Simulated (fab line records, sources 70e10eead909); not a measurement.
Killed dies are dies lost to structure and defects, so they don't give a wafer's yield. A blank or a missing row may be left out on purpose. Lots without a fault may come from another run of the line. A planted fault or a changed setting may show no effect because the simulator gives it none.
fab line records | flow nand_harc | part 1 of 2: steps 1 to 23 of 31
record lots=5 wafers=15 last_day=25
route steps=1159 shown A_CONTACT@890
lots that met no fault: from a run of the same line without faults
start_h: hours from the record's first day to the start of the lot's first wafer shown | wait_h: hours since the lot's step before | " the same as in the row above | L1.1+2: a row that stands for several wafers | - no value, or no start given | * or withheld: withheld | < > ~ a bound
route shown NAME@n: a module of which the file shows steps, and the number in the route of the first | usual: mean/standard deviation of fault-free wafers | same: alike in all rows | chamber/n: place in a boat | sites: the reading at each site | _std_site: their standard deviation | _edge_site: outer sites' mean less inner sites' | radius_mm: how far each site lies from the wafer's centre | mask NAME#n: copy n | behind: the tool/chamber that last shaped the wafer | hold: why the lot was held/for how many hours/how that ended | device: the transistor (n, p or np) that didn't switch | end of line: the same wafers' tests at the end of the route | a step without rows: its recipe alone | killed: dies lost to structure and defects at the first sort, not the wafer's yield | map: a wafer's dies, x killed, . not, _ none there
set.NAME: the setting as run; set.NAME@STEP: as run at that earlier step | model.NAME: the simulator's own value behind a step, which no gauge read
lots at some steps of the route; a table a step, a row a wafer
services: from which hour (start_h, from the record's first day; less than 0 if before it) a tool's chamber was out of use, for how many hours, and why
## steps
# step NHARC_A_CONTACT_COAT_63
# recipe spin_rpm=1500 resist_thk_nm=90
# columns lot.wafer tool chamber start_h wait_h
L076.2+4+6 litho_track-04 0 - -
L078.1+2+5 litho_track-04 0 - -
L083.3+4+6 litho_track-04 0 - -
L091.1+2+3 litho_track-04 0 - -
L097.2+5+6 litho_track-06 0 - -
# step NHARC_A_CONTACT_SOFTBAKE_64
# recipe temp_c=105 time_s=55
# columns lot.wafer tool chamber start_h wait_h
L076.2+4+6 litho_track-04 0 - -
L078.1+2+5 litho_track-04 0 - -
L083.3+4+6 litho_track-04 0 - -
L091.1+2+3 litho_track-04 0 - -
L097.2+5+6 litho_track-06 0 - -
# step NHARC_A_CONTACT_EBR_65
# columns lot.wafer tool chamber start_h wait_h
L076.2+4+6 litho_track-04 0 - -
L078.1+2+5 litho_track-04 0 - -
L083.3+4+6 litho_track-04 0 - -
L091.1+2+3 litho_track-04 0 - -
L097.2+5+6 litho_track-06 0 - -
# step NHARC_A_CONTACT_EXPOSE_66
# recipe na=1.35 sigma_outer=0.8 dose_mj=59.02 mask_id=A_CC_2
# columns lot.wafer tool chamber start_h wait_h mask
L076.2+4+6 arfi_scanner-03 0 388.71 - A_CC_2#0
L078.1+2+5 arfi_scanner-01 0 405.91 - A_CC_2#0
L083.3+4+6 arfi_scanner-01 0 430.49 - A_CC_2#0
L091.1+2+3 arfi_scanner-01 0 484.48 - A_CC_2#0
L097.2+5+6 arfi_scanner-01 0 527.44 - A_CC_2#0
# step NHARC_A_CONTACT_PEB_67
# recipe peb_temp_c=100 peb_time_s=65
# columns lot.wafer tool chamber start_h wait_h
L076.2+4+6 litho_track-01 0 388.77 0.1
L078.1+2+5 litho_track-06 0 405.97 0.1
L083.3+4+6 litho_track-01 0 430.55 0.0
L091.1+2+3 litho_track-06 0 484.54 0.1
L097.2+5+6 litho_track-01 0 527.49 0.1
# step NHARC_A_CONTACT_DEVELOP_68
# recipe develop_time_s=35 dev_temp_c=23
# columns lot.wafer tool chamber start_h wait_h
L076.2+4+6 litho_track-01 0 - -
L078.1+2+5 litho_track-06 0 - -
L083.3+4+6 litho_track-01 0 - -
L091.1+2+3 litho_track-06 0 - -
L097.2+5+6 litho_track-01 0 - -
# step NHARC_A_CONTACT_CD_MEAS_69
# recipe target_cd_nm=200 landing_energy_ev=500
# usual cd_nm=200.3/0.77
# columns lot.wafer tool chamber start_h wait_h cd_nm
L076.2 cd_sem-02 0 388.85 - 200.4
L076.4 " 0 " " 200.5
L076.6 " 0 " " 200.8
L078.1 cd_sem-01 0 406.05 - 199.6
L078.2 " 0 " " 198.3
L078.5 " 0 " " 199.4
L083.3 cd_sem-03 0 430.63 - 201.5
L083.4 " 0 " " 201.0
L083.6 " 0 " " 201.5
L091.1 cd_sem-01 0 484.62 - 199.9
L091.2 " 0 " " 199.9
L091.3 " 0 " " 198.7
L097.2 cd_sem-02 0 527.57 - 201.0
L097.5 " 0 " " 201.0
L097.6 " 0 " " 200.6
# step NHARC_A_CONTACT_OVL_MEAS_70
# usual overlay_x_nm=0.3/0.8 overlay_y_nm=-0.2/0.68
# columns lot.wafer tool chamber start_h wait_h overlay_x_nm overlay_y_nm
L076.2 overlay-02 - 388.94 - 1.0 0.1
L076.4 " - " " 0.8 0.2
L076.6 " - " " 0.4 0.0
L078.1 overlay-02 - 406.14 - -0.7 -0.9
L078.2 " - " " -0.7 -0.1
L078.5 " - " " -0.9 -0.7
L083.3 overlay-01 - 430.71 - -0.4 -1.2
L083.4 " - " " -0.1 -1.5
L083.6 " - " " -0.2 -1.0
L091.1 overlay-01 - 484.70 - 1.5 -1.0
L091.2 " - " " 1.4 -1.0
L091.3 " - " " 1.3 -0.6
L097.2 overlay-01 - 527.66 - 0.0 0.4
L097.5 " - " " -0.3 -0.1
L097.6 " - " " 0.1 -0.2
# step NHARC_A_CONTACT_INSPECT_71
# usual raw_defect_count=30/13
# columns lot.wafer tool chamber start_h wait_h raw_defect_count
L076.2 defect_inspect-01 - 388.98 0.0 23
L076.4 " - " " 19
L076.6 " - " " 25
L078.1 defect_inspect-01 - 406.17 0.0 11
L078.2 " - " " 8
L078.5 " - " " 8
L083.3 defect_inspect-02 - 430.75 0.0 11
L083.4 " - " " 13
L083.6 " - " " 15
L091.1 defect_inspect-01 - 484.74 0.0 29
L091.2 " - " " 23
L091.3 " - " " 27
L097.2 defect_inspect-02 - 527.70 0.0 52
L097.5 " - " " 32
L097.6 " - " " 42
# step NHARC_A_CONTACT_DESCUM_74
# recipe time_s=3 o2_flow_sccm=200 ar_flow_sccm=0 bias_power_w=0 chemistry=O2
# usual drypump_motor_current_A=5.7/0.35 oes_product_au=1.000/0.013 rf_vpp_V=57.8/0.82 showerhead_plenum_p_Torr=1.92/0.077 throttle_valve_pct=11.310/0.0084
# columns lot.wafer tool chamber start_h wait_h drypump_motor_current_A oes_product_au rf_hours_counter_h rf_vpp_V showerhead_plenum_p_Torr throttle_valve_pct
L076.4 rie_diel-13 2 389.05 0.1 5.8 1.011 24 57.3 1.89 11.311
L076.2 " 0 " " 5.7 0.993 24 58.2 1.77 11.322
L076.6 " 1 " " 5.6 0.987 - 59.6 2.00 11.313
L078.1 rie_diel-13 0 406.24 0.1 5.6 0.992 28 55.8 1.77 11.322
L078.2 " 1 " " 5.6 0.995 24 57.8 2.00 11.310
L078.5 " 0 " " 5.7 0.984 - 57.8 1.77 11.319
L083.4 rie_diel-06 1 430.81 0.1 5.1 1.002 2 57.3 1.88 11.306
L083.3 " 3 " " 6.3 0.999 1 58.0 1.87 11.316
L083.6 " 1 " " 5.1 1.001 - 59.1 1.88 11.307
L091.1 rie_diel-01 3 484.80 0.1 6.6 0.987 58 57.0 1.98 11.310
L091.3 " 0 " " 5.8 0.976 55 58.3 1.96 11.315
L091.2 " 2 " " 5.2 1.013 55 57.5 1.94 11.316
L097.2 rie_diel-01 2 527.78 0.1 5.1 0.996 11 57.3 1.94 11.310
L097.6 " 3 " " 6.6 0.997 - 57.6 1.97 11.305
L097.5 " 0 " " 5.8 1.015 - 56.2 1.95 11.306
# step NHARC_A_CONTACT_ETCH_75
# recipe target_depth_a=390 over_etch_frac=0.3 time_s=65 ion_energy_ev=80 cf4_flow_sccm=150 ar_flow_sccm=0 rf_w=300 bias_w=100 chemistry=CF4
# usual drypump_motor_current_A=5.7/0.35 oes_product_au=0.998/0.014 rf_vpp_V=151.3/1.1 showerhead_plenum_p_Torr=1.77/0.063 throttle_valve_pct=13.285/0.0093
# columns lot.wafer tool chamber start_h wait_h drypump_motor_current_A oes_product_au rf_hours_counter_h rf_vpp_V showerhead_plenum_p_Torr throttle_valve_pct
L076.4 rie_diel-13 0 389.13 0.1 5.7 0.986 24 150.3 1.64 13.280
L076.2 " 1 " " 5.5 0.979 22 153.0 1.84 13.277
L076.6 " 3 " " 5.9 0.983 - 153.0 1.78 13.285
L078.2 rie_diel-13 0 406.33 0.1 5.7 0.986 28 149.6 1.64 13.290
L078.1 " 1 " " 5.6 0.979 24 152.8 1.84 13.287
L078.5 " 0 " " 5.7 0.998 - 151.1 1.64 13.286
L083.4 rie_diel-06 1 430.89 0.1 5.1 1.004 2 151.6 1.74 13.278
L083.3 " 3 " " 6.4 1.000 1 150.1 1.73 13.291
L083.6 " 2 " " 5.9 1.012 - 151.4 1.74 13.303
L091.2 rie_diel-01 3 484.89 0.1 6.6 0.985 58 154.1 1.82 13.283
L091.3 " 0 " " 5.8 0.993 55 151.6 1.81 13.295
L091.1 " 2 " " 5.2 1.012 55 152.1 1.79 13.299
L097.2 rie_diel-01 1 527.85 0.1 5.0 1.030 12 150.9 1.71 13.273
L097.5 " 0 " " 5.8 1.018 - 151.7 1.80 13.274
L097.6 " 1 " " 5.0 1.033 - 150.2 1.71 13.288
# step NHARC_A_CONTACT_ETCH_76
# recipe target_depth_a=2600 over_etch_frac=0.3 time_s=475.3 ion_energy_ev=200 n2_flow_sccm=150 h2_flow_sccm=150 ar_flow_sccm=0 rf_w=400 bias_w=150 chemistry=N2/H2
# usual drypump_motor_current_A=5.7/0.35 oes_product_au=1.001/0.014 rf_vpp_V=430.5/2.3 showerhead_plenum_p_Torr=2.04/0.079 throttle_valve_pct=14.171/0.0095
# columns lot.wafer tool chamber start_h wait_h drypump_motor_current_A oes_product_au rf_hours_counter_h rf_vpp_V showerhead_plenum_p_Torr throttle_valve_pct
L076.4 rie_diel-13 0 - - 5.7 0.982 24 426.1 1.88 14.174
L076.2 " 1 " " 5.6 0.982 22 433.3 2.13 14.171
L076.6 " 0 " " 5.7 0.983 - 426.2 1.88 14.167
L078.2 rie_diel-13 1 - - 5.6 0.991 24 433.5 2.13 14.171
L078.1 " 2 " " 5.9 1.014 28 430.7 2.01 14.180
L078.5 " 2 " " 5.8 1.019 - 429.9 2.01 14.191
L083.4 rie_diel-06 2 - - 5.9 1.011 1 430.3 2.00 14.169
L083.3 " 3 " " 6.4 1.005 1 428.5 1.99 14.166
L083.6 " 0 " " 5.6 0.988 - 429.6 2.02 14.166
L091.3 rie_diel-01 0 - - 5.8 0.989 55 430.8 2.09 14.169
L091.1 " 2 " " 5.2 1.013 55 430.3 2.07 14.167
L091.2 " 3 " " 6.5 0.982 58 432.2 2.11 14.166
L097.2 rie_diel-01 1 - - 5.0 1.025 12 427.4 1.96 14.150
L097.6 " 1 " " 5.0 1.024 - 428.3 1.96 14.182
L097.5 " 2 " " 5.1 1.015 - 432.1 2.07 14.172
# step NHARC_A_CONTACT_ETCH_77
# recipe target_depth_a=726 time_s=36.3 cf4_flow_sccm=100 chf3_flow_sccm=30 ar_flow_sccm=0 rf_w=500 bias_w=200 chemistry=CF4/CHF3
# usual drypump_motor_current_A=5.7/0.35 oes_product_au=0.942/0.025 rf_vpp_V=370.6/2.1 showerhead_plenum_p_Torr=1.58/0.059 throttle_valve_pct=16.804/0.0092
# columns lot.wafer tool chamber start_h wait_h drypump_motor_current_A oes_product_au rf_hours_counter_h rf_vpp_V showerhead_plenum_p_Torr throttle_valve_pct
L076.2 rie_diel-13 2 - - 5.9 0.983 24 369.8 1.56 16.803
L076.4 " 1 " " 5.6 0.947 22 374.4 1.64 16.803
L076.6 " 3 " " 5.8 0.979 - 370.8 1.59 16.809
L078.1 rie_diel-13 3 - - 5.8 0.922 29 372.8 1.59 16.814
L078.2 " 0 " " 5.6 0.919 29 365.5 1.46 16.812
L078.5 " 0 " " 5.7 0.920 - 366.0 1.46 16.809
L083.4 rie_diel-06 0 - - 5.6 0.970 2 371.9 1.56 16.794
L083.3 " 1 " " 5.1 0.955 2 368.6 1.54 16.820
L083.6 " 0 " " 5.6 0.970 - 369.4 1.56 16.811
L091.1 rie_diel-01 1 - - 5.0 0.940 59 369.4 1.52 16.795
L091.3 " 2 " " 5.2 0.940 55 371.4 1.60 16.800
L091.2 " 3 " " 6.6 0.906 58 372.1 1.62 16.816
L097.2 rie_diel-01 2 - - 5.2 0.976 12 369.2 1.59 16.809
L097.6 " 2 " " 5.1 0.977 - 371.5 1.59 16.799
L097.5 " 3 " " 6.6 0.957 - 370.8 1.62 16.817
# step NHARC_A_CONTACT_ETCH_78
# recipe target_depth_a=28000 over_etch_frac=0.3 time_s=728 ion_energy_ev=150 o2_flow_sccm=400 cos_flow_sccm=20 ar_flow_sccm=0 rf_w=500 bias_w=300 chemistry=O2/COS
# usual drypump_motor_current_A=5.7/0.35 oes_product_au=1.000/0.012 rf_vpp_V=314.2/1.9 showerhead_plenum_p_Torr=3.13/0.12 throttle_valve_pct=28.331/0.0099
# columns lot.wafer tool chamber start_h wait_h drypump_motor_current_A oes_product_au rf_hours_counter_h rf_vpp_V showerhead_plenum_p_Torr throttle_valve_pct
L076.2 rie_diel-13 0 - - 5.7 0.981 24 310.2 2.90 28.331
L076.4 " 1 " " 5.6 0.998 22 315.3 3.25 28.320
L076.6 " 0 " " 5.6 0.993 - 310.7 2.90 28.337
L078.2 rie_diel-13 3 - - 5.8 0.989 29 315.1 3.15 28.333
L078.1 " 1 " " 5.6 0.986 24 318.3 3.25 28.334
L078.5 " 0 " " 5.6 1.002 - 310.1 2.90 28.324
L083.4 rie_diel-06 0 - - 5.6 0.998 2 315.0 3.09 28.312
L083.3 " 2 " " 5.9 1.003 1 313.9 3.06 28.331
L083.6 " 0 " " 5.6 0.993 - 313.0 3.09 28.325
L091.2 rie_diel-01 3 - - 6.6 0.978 58 315.4 3.22 28.306
L091.3 " 1 " " 5.0 1.012 59 312.8 3.02 28.329
L091.1 " 2 " " 5.2 1.020 55 314.5 3.17 28.338
L097.2 rie_diel-01 3 - - 6.6 1.007 13 314.1 3.21 28.311
L097.6 " 3 " " 6.6 0.995 - 315.7 3.21 28.329
L097.5 " 0 " " 5.9 1.013 - 314.3 3.18 28.329
# step NHARC_A_CONTACT_ETCH_124
# recipe source_w=withheld pressure_mtorr=20 bias_v=withheld time_s=140 target_depth_a=7000 ar_flow_sccm=withheld c4f8_flow_sccm=withheld o2_flow_sccm=withheld chemistry=C4F8/O2/Ar
# columns lot.wafer tool chamber start_h wait_h rf_hours_counter_h
L076.2 har_cap_etch-02 0 390.20 - 15
L076.4 " 1 " " -
L076.6 " 1 " " -
L078.1 har_cap_etch-02 0 407.46 - 17
L078.2 " 1 " " 17
L078.5 " 1 " " -
L083.3 har_cap_etch-03 1 432.00 - -
L083.4 " 0 " " -
L083.6 " 1 " " -
L091.2 har_cap_etch-02 1 485.94 - 30
L091.1 " 0 " " 30
L091.3 " 0 " " -
L097.2 har_cap_etch-03 0 528.94 - 110
L097.5 " 0 " " -
L097.6 " 1 " " -
# step NHARC_A_CONTACT_ETCH_125
# recipe source_w=withheld pressure_mtorr=20 bias_v=1200 time_s=155 target_depth_a=9560 ar_flow_sccm=withheld c4f8_flow_sccm=withheld o2_flow_sccm=withheld chemistry=C4F8/O2/Ar
# columns lot.wafer tool chamber start_h wait_h rf_hours_counter_h
L076.2 har_cap_etch-02 0 390.39 0.2 15
L076.4 " 1 " " -
L076.6 " 1 " " -
L078.1 har_cap_etch-02 0 407.66 0.2 17
L078.2 " 1 " " 17
L078.5 " 1 " " -
L083.3 har_cap_etch-03 1 432.18 0.1 -
L083.4 " 0 " " -
L083.6 " 1 " " -
L091.2 har_cap_etch-02 1 486.13 0.2 30
L091.1 " 0 " " 30
L091.3 " 0 " " -
L097.2 har_cap_etch-03 0 529.14 0.2 110
L097.5 " 0 " " -
L097.6 " 1 " " -
# step NHARC_A_CONTACT_ETCH_126
# recipe source_w=withheld pressure_mtorr=20 bias_v=1200 time_s=155 target_depth_a=9560 ar_flow_sccm=withheld c4f8_flow_sccm=withheld o2_flow_sccm=withheld chemistry=C4F8/O2/Ar
# columns lot.wafer tool chamber start_h wait_h rf_hours_counter_h
L076.2 har_cap_etch-02 0 390.53 0.1 15
L076.4 " 1 " " -
L076.6 " 1 " " -
L078.1 har_cap_etch-02 0 407.80 0.1 17
L078.2 " 1 " " 17
L078.5 " 1 " " -
L083.3 har_cap_etch-03 1 432.32 0.1 -
L083.4 " 0 " " -
L083.6 " 1 " " -
L091.2 har_cap_etch-02 1 486.28 0.1 30
L091.1 " 0 " " 30
L091.3 " 0 " " -
L097.2 har_cap_etch-03 0 529.28 0.1 110
L097.5 " 0 " " -
L097.6 " 1 " " -
# step NHARC_A_CONTACT_ETCH_127
# recipe source_w=withheld pressure_mtorr=20 bias_v=1200 time_s=155 target_depth_a=9560 ar_flow_sccm=withheld c4f8_flow_sccm=withheld o2_flow_sccm=withheld chemistry=C4F8/O2/Ar
# columns lot.wafer tool chamber start_h wait_h rf_hours_counter_h
L076.2 har_cap_etch-02 0 390.67 0.1 15
L076.4 " 1 " " -
L076.6 " 1 " " -
L078.1 har_cap_etch-02 0 407.94 0.1 17
L078.2 " 1 " " 17
L078.5 " 1 " " -
L083.3 har_cap_etch-03 1 432.47 0.1 -
L083.4 " 0 " " -
L083.6 " 1 " " -
L091.2 har_cap_etch-02 1 486.42 0.1 30
L091.1 " 0 " " 30
L091.3 " 0 " " -
L097.2 har_cap_etch-03 0 529.42 0.1 110
L097.5 " 0 " " -
L097.6 " 1 " " -
# step NHARC_A_CONTACT_ETCH_128
# recipe source_w=withheld pressure_mtorr=20 bias_v=1200 time_s=155 target_depth_a=9560 ar_flow_sccm=withheld c4f8_flow_sccm=withheld o2_flow_sccm=withheld chemistry=C4F8/O2/Ar
# columns lot.wafer tool chamber start_h wait_h rf_hours_counter_h
L076.2 har_cap_etch-02 0 390.81 0.1 15
L076.4 " 1 " " -
L076.6 " 1 " " -
L078.1 har_cap_etch-02 0 408.09 0.1 17
L078.2 " 1 " " 17
L078.5 " 1 " " -
L083.3 har_cap_etch-03 1 432.61 0.1 -
L083.4 " 0 " " -
L083.6 " 1 " " -
L091.2 har_cap_etch-02 1 486.56 0.1 30
L091.1 " 0 " " 30
L091.3 " 0 " " -
L097.2 har_cap_etch-03 0 529.56 0.1 110
L097.5 " 0 " " -
L097.6 " 1 " " -
# step NHARC_A_CONTACT_ETCH_129
# recipe source_w=withheld pressure_mtorr=20 bias_v=1200 time_s=155 target_depth_a=9560 ar_flow_sccm=withheld c4f8_flow_sccm=withheld o2_flow_sccm=withheld chemistry=C4F8/O2/Ar
# columns lot.wafer tool chamber start_h wait_h rf_hours_counter_h
L076.2 har_cap_etch-02 0 390.95 0.1 16
L076.4 " 1 " " -
L076.6 " 1 " " -
L078.1 har_cap_etch-02 0 408.23 0.1 18
L078.2 " 1 " " 18
L078.5 " 1 " " -
L083.3 har_cap_etch-03 1 432.75 0.1 -
L083.4 " 0 " " -
L083.6 " 1 " " -
L091.2 har_cap_etch-02 1 486.71 0.1 31
L091.1 " 0 " " 31
L091.3 " 0 " " -
L097.2 har_cap_etch-03 0 529.70 0.1 110
L097.5 " 0 " " -
L097.6 " 1 " " -
# step NHARC_A_CONTACT_ETCH_130
# recipe source_w=withheld pressure_mtorr=20 bias_v=1200 time_s=155 target_depth_a=9560 ar_flow_sccm=withheld c4f8_flow_sccm=withheld o2_flow_sccm=withheld chemistry=C4F8/O2/Ar
# columns lot.wafer tool chamber start_h wait_h rf_hours_counter_h
L076.2 har_cap_etch-02 0 391.09 0.1 16
L076.4 " 1 " " -
L076.6 " 1 " " -
L078.1 har_cap_etch-02 0 408.37 0.1 18
L078.2 " 1 " " 18
L078.5 " 1 " " -
L083.3 har_cap_etch-03 1 432.89 0.1 -
L083.4 " 0 " " -
L083.6 " 1 " " -
L091.2 har_cap_etch-02 1 486.85 0.1 31
L091.1 " 0 " " 31
L091.3 " 0 " " -
L097.2 har_cap_etch-03 0 529.85 0.1 110
L097.5 " 0 " " -
L097.6 " 1 " " -
# step NHARC_A_CONTACT_ETCH_131
# recipe source_w=withheld pressure_mtorr=20 bias_v=1200 time_s=155 target_depth_a=9560 ar_flow_sccm=withheld c4f8_flow_sccm=withheld o2_flow_sccm=withheld chemistry=C4F8/O2/Ar
# columns lot.wafer tool chamber start_h wait_h rf_hours_counter_h
L076.2 har_cap_etch-02 0 391.24 0.1 16
L076.4 " 1 " " -
L076.6 " 1 " " -
L078.1 har_cap_etch-02 0 408.51 0.1 18
L078.2 " 1 " " 18
L078.5 " 1 " " -
L083.3 har_cap_etch-03 1 433.03 0.1 -
L083.4 " 0 " " -
L083.6 " 1 " " -
L091.2 har_cap_etch-02 1 486.99 0.1 31
L091.1 " 0 " " 31
L091.3 " 0 " " -
L097.2 har_cap_etch-03 0 529.98 0.1 110
L097.5 " 0 " " -
L097.6 " 1 " " -
# step NHARC_A_CONTACT_ETCH_132
# recipe source_w=withheld pressure_mtorr=20 bias_v=1200 time_s=156 target_depth_a=9580 ar_flow_sccm=withheld c4f8_flow_sccm=withheld o2_flow_sccm=withheld chemistry=C4F8/O2/Ar
# columns lot.wafer tool chamber start_h wait_h rf_hours_counter_h
L076.2 har_cap_etch-02 0 391.38 0.1 16
L076.4 " 1 " " -
L076.6 " 1 " " -
L078.1 har_cap_etch-02 0 408.65 0.1 18
L078.2 " 1 " " 18
L078.5 " 1 " " -
L083.3 har_cap_etch-03 1 433.17 0.1 -
L083.4 " 0 " " -
L083.6 " 1 " " -
L091.2 har_cap_etch-02 1 487.13 0.1 31
L091.1 " 0 " " 31
L091.3 " 0 " " -
L097.2 har_cap_etch-03 0 530.13 0.1 111
L097.5 " 0 " " -
L097.6 " 1 " " -
